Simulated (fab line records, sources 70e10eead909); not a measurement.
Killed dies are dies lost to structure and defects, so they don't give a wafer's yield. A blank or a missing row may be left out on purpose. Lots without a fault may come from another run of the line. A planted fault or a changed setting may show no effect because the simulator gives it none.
Which tool did it? | flow nand_harc | 24 lots, 72 wafers sampled, at 2 steps of a route of 1302

WHAT THE GAUGES READ, wafer by wafer
NHARC_A_SOURCE_PLATE_INSPECT_08. Usual: raw_defect_count 62, standard deviation 26.
lot  | measured     | on                | raw_defect_count | flag
L074 | day 7 12:46  | defect_inspect-01 | 30 27 44         |
L075 | day 8 07:12  | defect_inspect-01 | 64 132 102       |
L076 | day 8 07:12  | defect_inspect-02 | 89 36 51         |
L077 | day 8 23:22  | defect_inspect-01 | 37 57 25         |
L078 | day 9 04:47  | defect_inspect-02 | 56 69 57         |
L079 | day 9 17:58  | defect_inspect-02 | 50 48 66         |
L080 | day 10 02:47 | defect_inspect-01 | 104 68 90        |
L081 | day 10 14:37 | defect_inspect-01 | 73 32 40         |
L082 | day 11 00:19 | defect_inspect-02 | 30 41 57         |
L083 | day 11 05:28 | defect_inspect-01 | 40 33 55         |
L085 | day 11 21:43 | defect_inspect-02 | 38 58 61         |
L084 | day 11 21:43 | defect_inspect-01 | 77 48 54         |
L086 | day 12 15:19 | defect_inspect-02 | 108 49 115       |
L087 | day 13 00:42 | defect_inspect-02 | 65 94 52         |
L088 | day 13 15:43 | defect_inspect-02 | 52 55 57         |
L090 | day 14 15:07 | defect_inspect-01 | 24 94 103        |
L089 | day 14 15:08 | defect_inspect-02 | 36 96 60         |
L091 | day 14 21:01 | defect_inspect-01 | 73 45 95         |
L092 | day 15 10:52 | defect_inspect-01 | 55 44 107        |
L093 | day 15 10:52 | defect_inspect-02 | 71 45 28         |
L094 | day 16 03:00 | defect_inspect-02 | 67 45 37         |
L096 | day 16 18:49 | defect_inspect-02 | 42 52 107        |
L095 | day 16 18:49 | defect_inspect-02 | 102 78 39        |
L097 | day 17 03:28 | defect_inspect-02 | 74 114 91        |

NHARC_A_ONON_D1_THK_MEAS_11: measures by ellipsometry. Usual: thk_nm 1001 nm, standard deviation 9.4.
lot  | measured     | on            | thk_nm (nm)    | flag
L074 | day 7 15:02  | film_metro-01 | 997 996 997    |
L075 | day 8 09:30  | film_metro-01 | 1011 1009 1008 |
L076 | day 8 09:29  | film_metro-02 | 993 992 992    |
L077 | day 9 01:38  | film_metro-02 | 994 995 994    |
L078 | day 9 07:05  | film_metro-01 | 988 986 986    |
L079 | day 9 20:14  | film_metro-02 | 1017 1014 1016 |
L080 | day 10 05:04 | film_metro-02 | 992 990 991    |
L081 | day 10 16:55 | film_metro-01 | 1005 1005 1006 |
L082 | day 11 02:35 | film_metro-02 | 997 997 997    |
L083 | day 11 07:45 | film_metro-01 | 1017 1016 1017 |
L085 | day 11 23:59 | film_metro-01 | 1018 1018 1017 |
L084 | day 12 00:01 | film_metro-02 | 1021 1020 1022 |
L086 | day 12 17:36 | film_metro-01 | 1004 1004 1002 |
L087 | day 13 02:59 | film_metro-01 | 1000 1002 1002 |
L088 | day 13 18:01 | film_metro-01 | 988 991 988    |
L090 | day 14 17:23 | film_metro-01 | 997 998 996    |
L089 | day 14 17:24 | film_metro-02 | 995 992 992    |
L091 | day 14 23:16 | film_metro-02 | 999 1001 1000  |
L092 | day 15 13:08 | film_metro-02 | 998 997 999    |
L093 | day 15 13:08 | film_metro-01 | 991 990 991    |
L094 | day 16 05:18 | film_metro-02 | 1005 1001 1002 |
L096 | day 16 21:05 | film_metro-01 | 996 997 996    |
L095 | day 16 21:12 | film_metro-01 | 998 999 1000   |
L097 | day 17 05:47 | film_metro-01 | 1008 1008 1008 |

WHICH TOOL RAN EACH LOT (tool, then ch and the chambers of the sampled wafers, then the start)
The record holds no process step before these readings.

WHAT THE TOOLS THEMSELVES READ (means of the sampled wafers that have a number; where no wafer has one, the mark that the record gives instead)
The record holds no such reading with a usual standard deviation.

THE ANSWER, worked out from the rows above alone
Rule: a lot is off if the mean of its wafers that have a number lies more than 3 standard deviations from the usual mean. A lot without any number at a reading at which 4 lots or more have one is off too. The other lots that the step has rows for count as sound. The gauges are gone through in route order, then the tools' own readings, and for those a lot's mean is taken as printed above. The first step at which some lot is off is used, and at that step the reading that is off furthest; a lot without a number counts as furthest.
No lot is off at any reading shown: from this, nothing can be told.

WHAT THE SIMULATOR HAD PUT IN
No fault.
